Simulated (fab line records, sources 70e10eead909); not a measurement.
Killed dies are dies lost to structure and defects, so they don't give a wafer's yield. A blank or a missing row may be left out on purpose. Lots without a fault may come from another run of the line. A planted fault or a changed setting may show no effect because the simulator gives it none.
One fault seen from 2 desks | flow nand_harc | each desk has only its own numbers; what lay behind them comes last

THE DEFECT DESK
What the inspections along the route counted, lot by lot: means of the sampled wafers that have a number. A lot is out of limits, marked OUT, if its mean lies more than 4 standard deviations from the usual mean; the brackets give that distance.
Columns: A = raw_defect_count at NHARC_A_M0_INSPECT_27, usual 556
lot  | first seen here | A
L261 | day 23 07:55    | 686
L263 | day 23 18:49    | 629
L264 | day 24 08:38    | 666
L265 | day 25 13:08    | 568
L266 | day 25 17:17    | 431
L267 | day 26 00:15    | 606
L270 | day 26 20:45    | 507
L271 | day 27 02:49    | 352
L274 | day 28 22:53    | 501
L273 | day 29 00:17    | 616
L279 | day 30 16:34    | 739
L283 | day 32 18:46    | 460
This desk's finding: nothing out of limits on any of the 12 lots.

THE TOOL OWNER'S DESK: rie_diel-06
The tool's own readings at NHARC_A_M1_ETCH_35 (etches the open film in N2/H2, target depth 40 nm, overetch 12 nm, time 43.94 s): means of the sampled wafers that have a number, for each lot that ran on this tool. A lot is out of limits, marked OUT, if its mean lies more than 4 standard deviations from the usual mean; the brackets give that distance.
Columns: A = drypump_motor_current_A at NHARC_A_M1_ETCH_35, usual 5.93 A; B = oes_product_au at NHARC_A_M1_ETCH_35, usual 1.000 a.u.; C = rf_vpp_V at NHARC_A_M1_ETCH_35, usual 430.3 V; D = run_length_s at NHARC_A_M1_ETCH_35, usual 65.2 s; E = showerhead_plenum_p_Torr at NHARC_A_M1_ETCH_35, usual 2.04 Torr; F = throttle_valve_pct at NHARC_A_M1_ETCH_35, usual 14.173 %
lot  | first seen here | A    | B     | C     | D              | E    | F
L270 | day 26 22:35    | 5.52 | 0.984 | 428.0 | 65.0           | 1.96 | 14.183
L271 | day 27 04:23    | 5.69 | 0.995 | 429.2 | 64.6           | 2.00 | 14.165
L273 | day 29 02:00    | 5.98 | 0.994 | 431.1 | 64.9           | 2.07 | 14.173
L279 | day 30 18:13    | 5.83 | 0.993 | 430.8 | 61.1 (-11) OUT | 2.04 | 14.179
This desk's finding: out of limits on L279; first on L279, day 30 18:13 (run_length_s at NHARC_A_M1_ETCH_35). In limits: L270, L271, L273.

PUT TOGETHER
The tool owner's desk could have raised an alarm at day 30 18:13, on L279.
The defect desk saw nothing out of limits.
The defect desk has L279 on record, within its limits.
Of the lots named, all ran NHARC_A_M1_ETCH_35 on rie_diel-06.

WHAT THE SIMULATOR HAD PUT IN
Process parameter drift: rie_diel-06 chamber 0, from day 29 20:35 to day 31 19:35, at NHARC_A_M1_ETCH_35. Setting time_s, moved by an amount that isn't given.
Lots struck among those shown: L279.
Hours from the fault's start to each desk's first reading out of limits: the tool owner's desk, 22.
